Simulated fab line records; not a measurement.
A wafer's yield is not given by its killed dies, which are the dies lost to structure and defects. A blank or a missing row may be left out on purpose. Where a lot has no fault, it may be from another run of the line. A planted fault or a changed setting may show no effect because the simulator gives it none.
fab line records | flow n5Finfet
record lots=7 | wafers=39
route steps=1938 shown ZERO_LAYER@4 FIN_SAQP@98 SD_EPI_N@288 SD_EPI_P@321 BEOL_M0@738 BEOL_M2@883 BEOL_M3@931 BEOL_M4@1111
startH: start of the lot's first displayed wafer, in hours after the record's first day | waitH: hours elapsed since this lot's preceding step | " repeats the value in the row above | L1.1+2: one row covering several wafers at once | - no value, or no start given | * or withheld: withheld | < > ~ a bound
route shown NAME@n: names a module that has steps shown in the file, with the first one's number in the route | usual: mean/standard deviation of fault-free wafers | same: alike in all rows | chamber/n: place in a boat | sites: each site's reading | _std_site: standard deviation of those values | _edge_site: inner sites' mean taken away from outer sites' mean | radiusMm: for every site, how far away it sits from the centre of the wafer | mask NAME#n: copy n | behind: the tool/chamber that last shaped the wafer | hold: why the lot went on hold/how many hours it stayed there/how the hold came to an end | device: transistor that didn't switch, given as n, p or np | end of line: the same wafers' tests at the end of the route | a step without rows: its recipe alone | killed: dies that structure and defects cost at the first sort, which is not the same as the wafer's yield | map: shows each die of a wafer: x if killed, . if not, _ if none is there
set.NAME: the setting the step ran with; set.NAME@STEP: the setting that earlier step ran with | model.NAME: the simulator's own value behind a step, which no gauge read
lots run with intentionally changed settings; tables by step, rows by wafer
## steps
# step N5_ZERO_LAYER_PECVD_02
# recipe material=SiO2 | targetThkA=100 | tempC=400 | precursor=SiH4/N2O | pressureTorr=0.75 | rfW=275 | timeS=6
# step N5_FIN_SAQP_PECVD_47
# recipe material=a-Si | targetThkA=450 | tempC=400 | precursor=SiH4/He | pressureTorr=3 | rfW=100 | timeS=36.3
# step N5_SD_EPI_N_EPI_21
# recipe material=Si:P | dopant=P | tempC=680 | pressureTorr=255 | timeS=690
# step N5_SD_EPI_P_EPI_21
# recipe material=SiGe:B | dopant=B | tempC=550 | pressureTorr=20 | ambient=H2 | timeS=355
# step N5_BEOL_M0_SPUTTER_134
# recipe material=Cu | targetThkA=40 | tempC=-20 | chamberPressurePa=0.07 | powerW=withheld | timeS=7.37
# step N5_BEOL_M2_ETCHBACK_99
# recipe chemistry=CHF3 | target=SiO2 | targetDepthA=50 | timeS=10.4 | sourceW=215 | biasW=47 | Ar_flow_sccm=200 | CHF3_flow_sccm=12 | ionEnergyEv=100 | pressureMtorr=30
# step N5_BEOL_M3_ILD_DEP_00
# recipe material=SiOC | targetThkA=790 | tempC=350 | precursor=DEMS/O2 | pressureTorr=5 | rfW=500 | timeS=15.3
# step N5_BEOL_M4_RC_MEAS_101
# usual CJ_N=4.32/0.08 | REXT_P=100.2/1.8 | RS_PWELL=3010/21 | RS_SD_N=28.4/0.41 | RS_SD_P=66.0/1.2 | VT_P=-250/3.3 | VT_P_LVT=-99/3.4
lot.wafer | tool      | chamber | startH | waitH | device | set.timeS@ZERO_LAYER_PECVD_02 | set.timeS@FIN_SAQP_PECVD_47 | set.epiGrowthTimeS@SD_EPI_N_EPI_21 | set.timeS@SD_EPI_P_EPI_21 | set.targetThkA@BEOL_M0_SPUTTER_134 | set.targetDepthA@BEOL_M2_ETCHBACK_99 | set.timeS@BEOL_M3_ILD_DEP_00 | CJ_N | REXT_P[ohm.um] | RS_PWELL[ohm/sq] | RS_SD_N[ohm/sq] | RS_SD_P[ohm/sq] | VT_P[mV] | VT_P_LVT[mV]
L075.1    | prober-01 | 0       | 163.74 | 0.6   | -      | 6                             | 36.3                        | 690                                | 207.1                     | 40                                 | 50                                   | 15.3                         | 4.30 | 120.3          | 3014             | 28.7            | 105.5           | -266     | -113
L075.2    | "         | 0       | "      | "     | -      | 4.922                         | 36.3                        | 690                                | 355                       | 40                                 | 50                                   | 15.3                         | 4.24 | 101.8          | 2954             | 28.3            | 66.3            | -255     | -101
L075.3    | "         | 0       | "      | "     | -      | 4.922                         | 36.3                        | 1047                               | 355                       | 40                                 | 50                                   | 15.3                         | 4.20 | 101.2          | 3000             | 20.7            | 66.5            | -254     | -102
L075.4    | "         | 0       | "      | "     | -      | 6                             | 36.3                        | 690                                | 207.1                     | 40                                 | 34.34                                | 15.3                         | 4.26 | 118.2          | 3006             | 28.2            | 105.2           | -266     | -115
L075.5    | "         | 0       | "      | "     | -      | 4.922                         | 36.3                        | 1047                               | 207.1                     | 40                                 | 34.34                                | 15.3                         | 4.22 | 118.5          | 2949             | 21.1            | 105.0           | -263     | -112
L075.6    | "         | 0       | "      | "     | -      | 6                             | 36.3                        | 1047                               | 355                       | 40                                 | 34.34                                | 15.3                         | 4.38 | 100.1          | 3000             | 20.9            | 66.1            | -253     | -100
L076.1    | prober-02 | 0       | 178.37 | 0.0   | -      | 6                             | 23.34                       | 690                                | 279.6                     | 48.09                              | 74.3                                 | 15.3                         | 4.26 | 107.3          | 3024             | 28.3            | 76.0            | -257     | -107
L076.2    | "         | 0       | "      | "     | -      | 6                             | 36.3                        | 690                                | 279.6                     | 40                                 | 50                                   | 15.3                         | 4.29 | 107.7          | 3005             | 28.3            | 75.6            | -254     | -104
L076.3    | "         | 0       | "      | "     | -      | 6                             | 36.3                        | 690                                | 355                       | 48.09                              | 74.3                                 | 15.3                         | 4.24 | 100.3          | 3009             | 27.9            | 65.7            | -256     | -103
L076.4    | "         | 0       | "      | "     | -      | 6                             | 23.34                       | 690                                | 355                       | 40                                 | 50                                   | 15.3                         | 4.34 | 99.2           | 3021             | 28.5            | 64.6            | -247     | -98
L076.5    | "         | 0       | "      | "     | -      | 6                             | 23.34                       | 690                                | 355                       | 48.09                              | 50                                   | 15.3                         | 4.26 | 99.5           | 3033             | 27.7            | 64.8            | -247     | -98
L076.6    | "         | 0       | "      | "     | -      | 6                             | 36.3                        | 690                                | 279.6                     | 40                                 | 74.3                                 | 15.3                         | 4.27 | 106.4          | 3015             | 28.3            | 75.9            | -257     | -107
L078.1    | prober-02 | 0       | 195.26 | 0.0   | -      | 6                             | 36.3                        | 944.9                              | 355                       | 32.88                              | 50                                   | 19.44                        | 4.21 | 101.0          | 2984             | 22.8            | 65.2            | -248     | -95
L078.2    | "         | 0       | "      | "     | -      | 2.828                         | 51.53                       | 690                                | 355                       | 40                                 | 50                                   | 15.3                         | 3.84 | 103.3          | 2921             | 28.3            | 65.2            | -249     | -99
L078.3    | "         | 0       | "      | "     | -      | 2.828                         | 51.53                       | 944.9                              | 355                       | 40                                 | 66.84                                | 15.3                         | 3.91 | 101.0          | 2909             | 22.7            | 65.2            | -248     | -97
L078.4    | "         | 0       | "      | "     | -      | 6                             | 36.3                        | 944.9                              | 355                       | 40                                 | 50                                   | 19.44                        | 4.28 | 103.4          | 2982             | 22.6            | 65.5            | -248     | -96
L078.5    | "         | 0       | "      | "     | -      | 6                             | 51.53                       | 690                                | 355                       | 32.88                              | 66.84                                | 19.44                        | 4.27 | 100.9          | 2993             | 28.5            | 66.1            | -248     | -96
L078.6    | "         | 0       | "      | "     | -      | 2.828                         | 36.3                        | 690                                | 355                       | 32.88                              | 66.84                                | 15.3                         | 3.81 | 102.1          | 2896             | 28.9            | 64.9            | -243     | -94
L082.1    | prober-02 | 0       | 210.20 | 0.0   | -      | 6                             | 36.3                        | 690                                | 355                       | 40                                 | 50                                   | 15.3                         | 4.41 | 96.3           | 3028             | 28.1            | 66.4            | -248     | -97
L082.3    | "         | 0       | "      | "     | -      | 6                             | 36.3                        | 690                                | 355                       | 40                                 | 50                                   | 15.3                         | 4.37 | 97.7           | 2994             | 28.0            | 66.0            | -253     | -101
L082.4    | "         | 0       | "      | "     | -      | 6                             | 36.3                        | 690                                | 355                       | 40                                 | 50                                   | 15.3                         | 4.26 | 94.9           | 3031             | 28.3            | 65.7            | -252     | -100
L085.1    | prober-01 | 0       | 233.39 | 0.0   | -      | 6                             | 45.28                       | 558.5                              | 245                       | 40                                 | 37.32                                | 15.3                         | 4.34 | 114.3          | 2989             | 32.9            | 88.2            | -259     | -106
L085.2    | "         | 0       | "      | "     | -      | 9.075                         | 36.3                        | 558.5                              | 245                       | 23.24                              | 50                                   | 15.3                         | 4.60 | 114.2          | 3072             | 32.5            | 88.6            | -259     | -108
L085.3    | "         | 0       | "      | "     | -      | 6                             | 36.3                        | 690                                | 355                       | 23.24                              | 37.32                                | 18.91                        | 4.26 | 99.2           | 2987             | 28.7            | 66.1            | -247     | -95
L085.4    | "         | 0       | "      | "     | np     | 9.075                         | 45.28                       | 690                                | 355                       | 23.24                              | 50                                   | 15.3                         | -    | -              | -                | -               | -               | -        | -
L085.5    | "         | 0       | "      | "     | np     | 6                             | 45.28                       | 558.5                              | 355                       | 40                                 | 37.32                                | 18.91                        | -    | -              | -                | -               | -               | -        | -
L085.6    | "         | 0       | "      | "     | np     | 9.075                         | 36.3                        | 690                                | 245                       | 40                                 | 50                                   | 18.91                        | -    | -              | -                | -               | -               | -        | -
L092.1    | prober-01 | 0       | 289.23 | 0.0   | -      | 6                             | 36.3                        | 690                                | 355                       | 40                                 | 78.73                                | 12.36                        | 4.41 | 99.7           | 3042             | 28.7            | 65.6            | -252     | -102
L092.2    | "         | 0       | "      | "     | -      | 6                             | 36.3                        | 381.8                              | 355                       | 40                                 | 50                                   | 15.3                         | 4.33 | 98.7           | 3009             | 47.8            | 65.0            | -249     | -98
L092.3    | "         | 0       | "      | "     | -      | 6                             | 26.97                       | 690                                | 355                       | 62.46                              | 50                                   | 15.3                         | 4.36 | 99.4           | 3025             | 28.4            | 63.8            | -250     | -100
L092.4    | "         | 0       | "      | "     | -      | 8.068                         | 36.3                        | 381.8                              | 355                       | 62.46                              | 78.73                                | 15.3                         | 4.54 | 98.0           | 3082             | 47.7            | 64.5            | -251     | -99
L092.5    | "         | 0       | "      | "     | -      | 8.068                         | 26.97                       | 690                                | 355                       | 40                                 | 50                                   | 12.36                        | 4.68 | 98.2           | 3076             | 28.1            | 64.3            | -247     | -95
L092.6    | "         | 0       | "      | "     | -      | 8.068                         | 26.97                       | 381.8                              | 355                       | 62.46                              | 78.73                                | 12.36                        | 4.61 | 99.5           | 3075             | 48.3            | 64.5            | -251     | -100
L094.1    | prober-02 | 0       | 289.57 | 0.0   | -      | 3.499                         | 36.3                        | 927.5                              | 355                       | 40                                 | 50                                   | 15.3                         | 4.00 | 100.4          | 2937             | 23.4            | 68.2            | -253     | -105
L094.2    | "         | 0       | "      | "     | -      | 3.499                         | 36.3                        | 690                                | 355                       | 40                                 | 50                                   | 15.3                         | 4.02 | 100.8          | 2936             | 28.3            | 67.1            | -254     | -107
L094.3    | "         | 0       | "      | "     | -      | 6                             | 36.3                        | 927.5                              | 355                       | 40                                 | 29.2                                 | 15.3                         | 4.39 | 98.9           | 3019             | 23.4            | 66.6            | -253     | -104
L094.4    | "         | 0       | "      | "     | -      | 6                             | 20.82                       | 690                                | 355                       | 40                                 | 29.2                                 | 15.3                         | 4.41 | 98.6           | 3009             | 28.9            | 68.1            | -255     | -105
L094.5    | "         | 0       | "      | "     | -      | 3.499                         | 20.82                       | 927.5                              | 355                       | 40                                 | 29.2                                 | 15.3                         | 4.06 | 99.9           | 2943             | 23.1            | 67.5            | -252     | -106
L094.6    | "         | 0       | "      | "     | -      | 6                             | 20.82                       | 690                                | 355                       | 40                                 | 50                                   | 15.3                         | 4.42 | 99.6           | 3011             | 28.9            | 66.6            | -255     | -107
## key
split step=N5_ZERO_LAYER_PECVD_02 | setting=timeS | statedAs=6
response step=N5_BEOL_M4_RC_MEAS_101 | reading=CJ_N | slope=+0.00789 | per=1% | togetherWith=all | explained=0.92
response step=N5_BEOL_M4_RC_MEAS_101 | reading=RS_PWELL | slope=+1.69 | per=1% | togetherWith=all | explained=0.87
split step=N5_FIN_SAQP_PECVD_47 | setting=timeS | statedAs=36.3
response none clear
split step=N5_SD_EPI_N_EPI_21 | setting=epiGrowthTimeS | statedAs=690
response step=N5_BEOL_M4_RC_MEAS_101 | reading=RS_SD_N | slope=-0.225 | per=1% | togetherWith=all | explained=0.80
split step=N5_SD_EPI_P_EPI_21 | setting=timeS | statedAs=355
response step=N5_BEOL_M4_RC_MEAS_101 | reading=REXT_P | slope=-0.425 | per=1% | togetherWith=all | explained=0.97
response step=N5_BEOL_M4_RC_MEAS_101 | reading=RS_SD_P | slope=-0.83 | per=1% | togetherWith=all | explained=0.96
response step=N5_BEOL_M4_RC_MEAS_101 | reading=VT_P_LVT | slope=+0.308 | per=1% | togetherWith=all | explained=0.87
response step=N5_BEOL_M4_RC_MEAS_101 | reading=VT_P | slope=+0.279 | per=1% | togetherWith=all | explained=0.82
split step=N5_BEOL_M0_SPUTTER_134 | setting=targetThkA | statedAs=40
response none clear
split step=N5_BEOL_M2_ETCHBACK_99 | setting=targetDepthA | statedAs=50
response none clear
split step=N5_BEOL_M3_ILD_DEP_00 | setting=timeS | statedAs=15.3
response none clear
